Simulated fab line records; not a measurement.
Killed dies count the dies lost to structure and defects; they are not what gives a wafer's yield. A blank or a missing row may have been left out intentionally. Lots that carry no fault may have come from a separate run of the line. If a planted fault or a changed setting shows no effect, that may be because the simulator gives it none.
Matching of chambers ; flow n5-finfet ; 4 sister chambers for N5_HKMG_FIN_ALD_71 on ald-metal-04
The step deposits TiN, target thk 1 nm, pulse time 1 s, purge time 3 s. 4 wafers are shown with their chamber, then 8 later ones without.

WAFERS WITH THEIR CHAMBER
wafer;chamber;heater-power-w (W)
L085.6;0;781
L086.1;2;781
L090.5;1;936
L092.1;3;926

WAFERS MISSING THEIR CHAMBER
wafer;heater-power-w (W)
L092.2;940
L092.5;892
L096.1;767
L096.2;919
L096.3;792
L097.4;900
L097.5;940
L097.6;765

EACH ONE'S CHAMBER
wafer;from the rows above;in truth
L092.2;can't be placed: 1 or 3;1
L092.5;can't be placed: 3 or 1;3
L096.1;can't be placed: 0 or 2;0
L096.2;can't be placed: 3 or 1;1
L096.3;can't be placed: 0 or 2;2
L097.4;can't be placed: 3 or 1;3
L097.5;can't be placed: 1 or 3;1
L097.6;can't be placed: 0 or 2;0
Correct placement for 0 of the 8. From these rows, 8 cannot be placed; in 8 the true chamber is one of the candidates. 0 placed wrongly.
How it was worked out, from the rows above alone: a wafer's distance from a chamber is the root of the sum, over the readings, of the square of ((its reading less the chamber's mean) divided by the reading's scatter). The wafer belongs to the nearest chamber; if the next one is less than 2 further off, it can't be placed. For every chamber, the mean is computed from those of its wafers that are shown. The scatter (one wafer shown for each chamber): square how far every hidden wafer sits from the nearest shown wafer, average those squares and take the square root.
